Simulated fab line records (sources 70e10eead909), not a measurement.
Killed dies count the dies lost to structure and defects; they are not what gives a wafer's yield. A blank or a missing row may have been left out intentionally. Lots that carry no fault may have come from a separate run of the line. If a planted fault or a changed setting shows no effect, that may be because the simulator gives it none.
Chamber matching || flow nand-harc || 3 sister chambers for NHARC_A_SGD_CUT_DEP_00 on pecvd-01
The step deposits SiNx, target thk 50 nm. 16 wafers are shown with their chamber, then 8 later ones without.

## WAFERS PAIRED WITH THEIR CHAMBERS
{"wafer": "L075.2", "chamber": 0, "heater-power-outer-w (W)": 520, "heater-power-w (W)": 787, "rf-fwd-power-W (W)": 449.5}
{"wafer": "L075.5", "chamber": 2, "heater-power-outer-w (W)": 485, "heater-power-w (W)": 744, "rf-fwd-power-W (W)": 448.2}
{"wafer": "L075.6", "chamber": 0, "heater-power-outer-w (W)": 518, "heater-power-w (W)": 800, "rf-fwd-power-W (W)": 448.1}
{"wafer": "L077.1", "chamber": 2, "heater-power-outer-w (W)": 463, "heater-power-w (W)": 731, "rf-fwd-power-W (W)": 449.7}
{"wafer": "L077.5", "chamber": 1, "heater-power-outer-w (W)": 439, "heater-power-w (W)": 769, "rf-fwd-power-W (W)": 446.3}
{"wafer": "L077.6", "chamber": 0, "heater-power-outer-w (W)": 477, "heater-power-w (W)": 729, "rf-fwd-power-W (W)": 447.3}
{"wafer": "L081.1", "chamber": 2, "heater-power-outer-w (W)": 519, "heater-power-w (W)": 800, "rf-fwd-power-W (W)": 450.1}
{"wafer": "L081.2", "chamber": 1, "heater-power-outer-w (W)": 420, "heater-power-w (W)": 748, "rf-fwd-power-W (W)": 448.0}
{"wafer": "L081.4", "chamber": 0, "heater-power-outer-w (W)": 536, "heater-power-w (W)": 797, "rf-fwd-power-W (W)": 447.9}
{"wafer": "L079.1", "chamber": 2, "heater-power-outer-w (W)": 458, "heater-power-w (W)": 732, "rf-fwd-power-W (W)": 445.3}
{"wafer": "L079.3", "chamber": 0, "heater-power-outer-w (W)": 469, "heater-power-w (W)": 725, "rf-fwd-power-W (W)": 449.3}
{"wafer": "L079.5", "chamber": 2, "heater-power-outer-w (W)": 462, "heater-power-w (W)": 727, "rf-fwd-power-W (W)": 448.1}
{"wafer": "L086.2", "chamber": 1, "heater-power-outer-w (W)": 399, "heater-power-w (W)": 707, "rf-fwd-power-W (W)": 447.7}
{"wafer": "L086.3", "chamber": 1, "heater-power-outer-w (W)": 405, "heater-power-w (W)": 733, "rf-fwd-power-W (W)": 446.4}
{"wafer": "L086.4", "chamber": 0, "heater-power-outer-w (W)": 532, "heater-power-w (W)": 818, "rf-fwd-power-W (W)": 447.2}
{"wafer": "L088.3", "chamber": 1, "heater-power-outer-w (W)": 369, "heater-power-w (W)": 677, "rf-fwd-power-W (W)": 449.9}

SIGNATURES, as means of the wafers listed above
{"reading": "heater-power-outer-w", "chamber 0": 508.67, "chamber 1": 406.40, "chamber 2": 477.40, "scatter within a chamber": 26.9}
{"reading": "heater-power-w", "chamber 0": 776.00, "chamber 1": 726.80, "chamber 2": 746.80, "scatter within a chamber": 35.7}
{"reading": "rf-fwd-power-W", "chamber 0": 448.217, "chamber 1": 447.660, "chamber 2": 448.280, "scatter within a chamber": 1.46}
Rule: distance of a wafer from a chamber = root of the sum over the readings of ((wafer's reading minus chamber's mean) / reading's scatter) squared. The wafer belongs to the nearest chamber; if the next one is less than 2 further off, it can't be placed. The scatter: take each reading less its chamber's mean, square it, sum over the shown wafers, divide by the number of wafers less the number of chambers, and take the root.

## WAFERS WHOSE CHAMBER IS MISSING
{"wafer": "L088.5", "heater-power-outer-w (W)": 370, "heater-power-w (W)": 669, "rf-fwd-power-W (W)": 449.6}
{"wafer": "L088.6", "heater-power-outer-w (W)": 476, "heater-power-w (W)": 712, "rf-fwd-power-W (W)": 446.9}
{"wafer": "L090.1", "heater-power-outer-w (W)": 477, "heater-power-w (W)": 712, "rf-fwd-power-W (W)": 448.5}
{"wafer": "L090.3", "heater-power-outer-w (W)": 516, "heater-power-w (W)": 814, "rf-fwd-power-W (W)": 447.8}
{"wafer": "L090.6", "heater-power-outer-w (W)": 417, "heater-power-w (W)": 735, "rf-fwd-power-W (W)": 447.8}
{"wafer": "L089.1", "heater-power-outer-w (W)": 403, "heater-power-w (W)": 731, "rf-fwd-power-W (W)": 446.2}
{"wafer": "L089.4", "heater-power-outer-w (W)": 507, "heater-power-w (W)": 786, "rf-fwd-power-W (W)": 449.3}
{"wafer": "L089.6", "heater-power-outer-w (W)": 468, "heater-power-w (W)": 731, "rf-fwd-power-W (W)": 446.5}

## WHICH CHAMBER EACH ONE RAN IN
{"wafer": "L088.5", "from the rows above": 1, "in truth": 1}
{"wafer": "L088.6", "from the rows above": "can't be placed: 2 or 0 or 1", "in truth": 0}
{"wafer": "L090.1", "from the rows above": "can't be placed: 2 or 0 or 1", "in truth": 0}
{"wafer": "L090.3", "from the rows above": "can't be placed: 0 or 2", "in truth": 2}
{"wafer": "L090.6", "from the rows above": "can't be placed: 1 or 2", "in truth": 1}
{"wafer": "L089.1", "from the rows above": 1, "in truth": 1}
{"wafer": "L089.4", "from the rows above": "can't be placed: 0 or 2", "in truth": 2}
{"wafer": "L089.6", "from the rows above": "can't be placed: 2 or 0 or 1", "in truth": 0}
2 of 8 placed correctly. Can't be placed from these rows: 6 (the true chamber is among the candidates in 6). Number placed wrongly: 0.
